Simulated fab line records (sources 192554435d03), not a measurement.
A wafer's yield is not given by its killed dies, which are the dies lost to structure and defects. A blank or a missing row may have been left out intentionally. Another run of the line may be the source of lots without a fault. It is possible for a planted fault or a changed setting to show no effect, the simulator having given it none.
Split-lot study || flow n5Finfet || 36 wafers read across 7 lots, on a route 1938 steps long

== THE SPLIT ==
At N5_BEOL_M8_DEVELOP_10 (develop time 30 s), the setting developTimeS was moved away from the recipe's 30 s on 13 of the 36 wafers read, by -24.6% to +51.5%. All remaining wafers had this setting at the recipe value.

The file shows no step between the split and the reading.

== THE READING ==
cdNm, in nm, at N5_BEOL_M8_CD_MEAS_11 (target cd 38.5 nm). Typical for fault-free wafers on this fab line: 38.8 nm, with standard deviation 0.57 nm.

{"wafer": "L079.1", "tool, chamber at the split": "lithoTrack-05, 0", "developTimeS as run, s": 45.46, "against the recipe": "+51.5%", "cdNm, nm": 40.0, "against lot-mates on the recipe": "+1.8"}
{"wafer": "L079.2", "tool, chamber at the split": "lithoTrack-05, 0", "developTimeS as run, s": 30, "against the recipe": "recipe", "cdNm, nm": 38.8, "against lot-mates on the recipe": "-"}
{"wafer": "L079.3", "tool, chamber at the split": "lithoTrack-05, 0", "developTimeS as run, s": 30, "against the recipe": "recipe", "cdNm, nm": 37.6, "against lot-mates on the recipe": "-"}
{"wafer": "L079.4", "tool, chamber at the split": "lithoTrack-05, 0", "developTimeS as run, s": 45.46, "against the recipe": "+51.5%", "cdNm, nm": 40.5, "against lot-mates on the recipe": "+2.3"}
{"wafer": "L079.5", "tool, chamber at the split": "lithoTrack-05, 0", "developTimeS as run, s": 30, "against the recipe": "recipe", "cdNm, nm": 38.2, "against lot-mates on the recipe": "-"}
{"wafer": "L079.6", "tool, chamber at the split": "lithoTrack-05, 0", "developTimeS as run, s": 45.46, "against the recipe": "+51.5%", "cdNm, nm": 39.7, "against lot-mates on the recipe": "+1.5"}
{"wafer": "L080.1", "tool, chamber at the split": "lithoTrack-01, 0", "developTimeS as run, s": 30, "against the recipe": "recipe", "cdNm, nm": 38.6, "against lot-mates on the recipe": "-"}
{"wafer": "L080.2", "tool, chamber at the split": "lithoTrack-01, 0", "developTimeS as run, s": 30, "against the recipe": "recipe", "cdNm, nm": 38.8, "against lot-mates on the recipe": "-"}
{"wafer": "L080.3", "tool, chamber at the split": "lithoTrack-01, 0", "developTimeS as run, s": 30, "against the recipe": "recipe", "cdNm, nm": 39.0, "against lot-mates on the recipe": "-"}
{"wafer": "L080.4", "tool, chamber at the split": "lithoTrack-01, 0", "developTimeS as run, s": 30, "against the recipe": "recipe", "cdNm, nm": 39.4, "against lot-mates on the recipe": "-"}
{"wafer": "L080.5", "tool, chamber at the split": "lithoTrack-01, 0", "developTimeS as run, s": 30, "against the recipe": "recipe", "cdNm, nm": 38.8, "against lot-mates on the recipe": "-"}
{"wafer": "L080.6", "tool, chamber at the split": "lithoTrack-01, 0", "developTimeS as run, s": 30, "against the recipe": "recipe", "cdNm, nm": 38.7, "against lot-mates on the recipe": "-"}
{"wafer": "L087.4", "tool, chamber at the split": "lithoTrack-05, 0", "developTimeS as run, s": 43.98, "against the recipe": "+46.6%", "cdNm, nm": 40.0, "against lot-mates on the recipe": "+1.2"}
{"wafer": "L087.5", "tool, chamber at the split": "lithoTrack-05, 0", "developTimeS as run, s": 30, "against the recipe": "recipe", "cdNm, nm": 39.3, "against lot-mates on the recipe": "-"}
{"wafer": "L087.6", "tool, chamber at the split": "lithoTrack-05, 0", "developTimeS as run, s": 30, "against the recipe": "recipe", "cdNm, nm": 38.4, "against lot-mates on the recipe": "-"}
{"wafer": "L091.1", "tool, chamber at the split": "lithoTrack-02, 0", "developTimeS as run, s": 41.56, "against the recipe": "+38.5%", "cdNm, nm": 40.8, "against lot-mates on the recipe": "+1.3"}
{"wafer": "L091.2", "tool, chamber at the split": "lithoTrack-02, 0", "developTimeS as run, s": 41.56, "against the recipe": "+38.5%", "cdNm, nm": 41.3, "against lot-mates on the recipe": "+1.8"}
{"wafer": "L091.3", "tool, chamber at the split": "lithoTrack-02, 0", "developTimeS as run, s": 30, "against the recipe": "recipe", "cdNm, nm": 39.4, "against lot-mates on the recipe": "-"}
{"wafer": "L091.4", "tool, chamber at the split": "lithoTrack-02, 0", "developTimeS as run, s": 30, "against the recipe": "recipe", "cdNm, nm": 39.5, "against lot-mates on the recipe": "-"}
{"wafer": "L091.5", "tool, chamber at the split": "lithoTrack-02, 0", "developTimeS as run, s": 41.56, "against the recipe": "+38.5%", "cdNm, nm": 40.6, "against lot-mates on the recipe": "+1.1"}
{"wafer": "L091.6", "tool, chamber at the split": "lithoTrack-02, 0", "developTimeS as run, s": 30, "against the recipe": "recipe", "cdNm, nm": 39.7, "against lot-mates on the recipe": "-"}
{"wafer": "L093.2", "tool, chamber at the split": "lithoTrack-05, 0", "developTimeS as run, s": 30, "against the recipe": "recipe", "cdNm, nm": 38.1, "against lot-mates on the recipe": "-"}
{"wafer": "L093.4", "tool, chamber at the split": "lithoTrack-05, 0", "developTimeS as run, s": 30, "against the recipe": "recipe", "cdNm, nm": 39.4, "against lot-mates on the recipe": "-"}
{"wafer": "L093.6", "tool, chamber at the split": "lithoTrack-05, 0", "developTimeS as run, s": 30, "against the recipe": "recipe", "cdNm, nm": 39.1, "against lot-mates on the recipe": "-"}
{"wafer": "L095.1", "tool, chamber at the split": "lithoTrack-05, 0", "developTimeS as run, s": 30, "against the recipe": "recipe", "cdNm, nm": 38.7, "against lot-mates on the recipe": "-"}
{"wafer": "L095.2", "tool, chamber at the split": "lithoTrack-05, 0", "developTimeS as run, s": 30, "against the recipe": "recipe", "cdNm, nm": 37.6, "against lot-mates on the recipe": "-"}
{"wafer": "L095.3", "tool, chamber at the split": "lithoTrack-05, 0", "developTimeS as run, s": 30, "against the recipe": "recipe", "cdNm, nm": 37.9, "against lot-mates on the recipe": "-"}
{"wafer": "L095.4", "tool, chamber at the split": "lithoTrack-05, 0", "developTimeS as run, s": 22.62, "against the recipe": "-24.6%", "cdNm, nm": 37.4, "against lot-mates on the recipe": -0.7}
{"wafer": "L095.5", "tool, chamber at the split": "lithoTrack-05, 0", "developTimeS as run, s": 22.62, "against the recipe": "-24.6%", "cdNm, nm": 36.8, "against lot-mates on the recipe": -1.3}
{"wafer": "L095.6", "tool, chamber at the split": "lithoTrack-05, 0", "developTimeS as run, s": 22.62, "against the recipe": "-24.6%", "cdNm, nm": 37.5, "against lot-mates on the recipe": -0.6}
{"wafer": "L094.1", "tool, chamber at the split": "lithoTrack-05, 0", "developTimeS as run, s": 37.53, "against the recipe": "+25.1%", "cdNm, nm": 40.1, "against lot-mates on the recipe": "+1.4"}
{"wafer": "L094.2", "tool, chamber at the split": "lithoTrack-05, 0", "developTimeS as run, s": 37.53, "against the recipe": "+25.1%", "cdNm, nm": 39.9, "against lot-mates on the recipe": "+1.2"}
{"wafer": "L094.3", "tool, chamber at the split": "lithoTrack-05, 0", "developTimeS as run, s": 30, "against the recipe": "recipe", "cdNm, nm": 38.7, "against lot-mates on the recipe": "-"}
{"wafer": "L094.4", "tool, chamber at the split": "lithoTrack-05, 0", "developTimeS as run, s": 37.53, "against the recipe": "+25.1%", "cdNm, nm": 40.0, "against lot-mates on the recipe": "+1.3"}
{"wafer": "L094.5", "tool, chamber at the split": "lithoTrack-05, 0", "developTimeS as run, s": 30, "against the recipe": "recipe", "cdNm, nm": 38.7, "against lot-mates on the recipe": "-"}
{"wafer": "L094.6", "tool, chamber at the split": "lithoTrack-05, 0", "developTimeS as run, s": 30, "against the recipe": "recipe", "cdNm, nm": 38.6, "against lot-mates on the recipe": "-"}

THE FIT
A straight line over all 36 wafers: cdNm changes by +0.0402 nm for each +1% of developTimeS; r = +0.82; the points scatter about the line by 0.61 nm.
The same after taking each lot's own level away (the mean of its wafers on the recipe; 36 wafers): +0.0357 nm for each +1%; r = +0.90; scatter 0.38 nm.
According to that fit, moving developTimeS by its largest amount changes the reading by 1.8 nm.
The span of the lots' own levels, 38.07 to 39.53 nm, comes to 2.6 times the standard deviation stated above.
Hence the slope depends on the lot-to-lot level, as the two fits are not the same.
Check: for one of the wafers moved furthest among these (+51.5%), held out of the fit, the line's prediction against its lot-mates is +1.88 nm. It came out at +1.8 nm against them.

== THE OTHER SPLITS THESE WAFERS WENT THROUGH ==
Note: prior to the reading, these wafers also went through further splits. Each is held against what the fit with the lots' levels taken away leaves over:
{"other split on the same wafers": "N5_BEOL_M3_HM_DEP_02 targetThkA", "wafers away from the commonest value": 9, "r with cdNm (lot level and that fit taken away)": -0.08}
{"other split on the same wafers": "N5_BEOL_M6_ILD_DEP_00 targetThkA", "wafers away from the commonest value": 13, "r with cdNm (lot level and that fit taken away)": "+0.06"}

== THE FILE'S OWN FIT ==
cdNm changes by +0.0361 nm for each +1% of developTimeS, r = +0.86.
